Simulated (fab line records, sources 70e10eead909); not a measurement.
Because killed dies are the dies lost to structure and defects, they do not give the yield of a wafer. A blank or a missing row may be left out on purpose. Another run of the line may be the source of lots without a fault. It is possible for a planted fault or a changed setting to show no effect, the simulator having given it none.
A lot that was struck, set against a sound lot | flow nand-harc | 18 out of 1302 route steps
Sound: wafers L557.3, L557.5, L557.6. The struck wafers were L562.1, L562.3, L562.6. The cause is given at the end.
Per side, at each step with rows, come the tool, then ch with its chambers, and then its first start. Under that, the readings that differ: sound wafers | struck wafers | difference of the means | sigmas: that difference in standard deviations of wafers without a fault.
alike: same words and numbers on both sides, and readings whose means sit less than 2 such deviations apart. not compared: any withheld reading, any reading some wafer has no value for, any bound like >300 that may hide the same value, and any number with overlapping values for which the record gives no deviation.
Wherever a step has rows on one side only, a row that says differs or no value, or a row with sigmas, the two part there. When numbers do not overlap yet have no deviation, they are printed without sigmas and do not part them. Lack of a reading on every wafer of one side parts them only where that side has two or more wafers.

NHARC_A_M1_PRE_CLEAN_32: time 12 s.
  sound on pecvd-04 ch 0,1,2, day 26 07:35; struck on pecvd-01 ch 0,2, day 28 09:21
  alike: heater-power-w
NHARC_A_M1_DEP_33: deposits SiCN, target thk 30 nm.
  sound on pecvd-04 ch 0,1,2, day 26 07:40; struck on pecvd-01 ch 0,2, day 28 09:27
  alike: heater-power-w
NHARC_A_BONDPAD_DEP_00: deposits SiCN, target thk 250 nm.
  sound on pecvd-01 ch 0,1, day 26 08:19; struck on pecvd-03 ch 0,2, day 28 09:58
  alike: heater-power-w
NHARC_A_BONDPAD_CMP_29: polishes SiCN, target thk 200 nm.
  sound on cmp-04 ch 0,1,2, day 26 08:42; struck on cmp-03 ch 0,1,2, day 28 10:23
  alike: edge-zone-pressure-frac, motor-current-A
NHARC_A_BONDPAD_THK_MEAS_30: measures by ellipsometry.
  struck on film-metro-01, day 28 10:37; sound on film-metro-02, day 26 08:52
  alike: thk-nm
then, 7 steps without rows for these wafers: NHARC_A_BONDPAD_SRD_31; NHARC_A_BONDPAD_DEHYDRATE_01 (time 120 s); NHARC_A_BONDPAD_HMDS_02 (time 30 s); NHARC_A_BONDPAD_COAT_33 (time 65 s); NHARC_A_BONDPAD_COAT_03 (resist thk 600 nm); NHARC_A_BONDPAD_SOFTBAKE_04 (time 70 s); NHARC_A_BONDPAD_EBR_05.
NHARC_A_BONDPAD_EXPOSE_06: exposes mask A BPAD.
  sound on krf-scanner-04 ch 0, day 26 09:10; struck on krf-scanner-02 ch 0, day 28 11:02
  reading              | sound             | struck            | difference | sigmas
  exposure-dose-mJ-cm2 | 36.89 36.90 36.92 | 50.61 50.64 50.57 | +13.70     | +99 or more
  alike: mask
then, 2 steps without rows for these wafers: NHARC_A_BONDPAD_PEB_07 (peb time 80 s); NHARC_A_BONDPAD_DEVELOP_08 (time 50 s).
NHARC_A_BONDPAD_CD_MEAS_09: the cd target is 500 nm.
  sound on cd-sem-01 ch 0, day 26 09:19; struck on cd-sem-02 ch 0, day 28 11:11
  reading    | sound             | struck            | difference | sigmas
  cd-nm (nm) | 500.2 502.4 500.3 | 515.8 515.4 512.7 | +13.7      | +5
NHARC_A_BONDPAD_OVL_MEAS_35:
  struck on overlay-02, day 28 11:16; sound on overlay-02, day 26 09:24
  alike: overlay-x-nm, overlay-y-nm
NHARC_END_SORT_01:
  sound on prober-02 ch 0, day 27 18:23; struck on prober-01 ch 0, day 29 17:43
  reading                  | sound          | struck         | difference | sigmas
  defect-limited-yield (%) | 90.0 89.4 89.4 | 96.8 95.7 95.4 | +6.4       | +2
  killed-at-array          | 65 66 69       | 19 21 25       | -45        | -2
  killed-dies              | 68 72 72       | 22 29 31       | -43        | -2
  alike: killed-at-other, killed-at-periphery, killed-open, killed-short

## WHERE THEY PART
First at NHARC_A_BONDPAD_EXPOSE_06; last, within this record, at NHARC_END_SORT_01.

WHY: what had been put in by the simulator
Drift in process parameters on krf-scanner-02 at NHARC_A_BONDPAD_EXPOSE_06, starting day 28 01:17. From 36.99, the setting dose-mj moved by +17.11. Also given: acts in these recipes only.
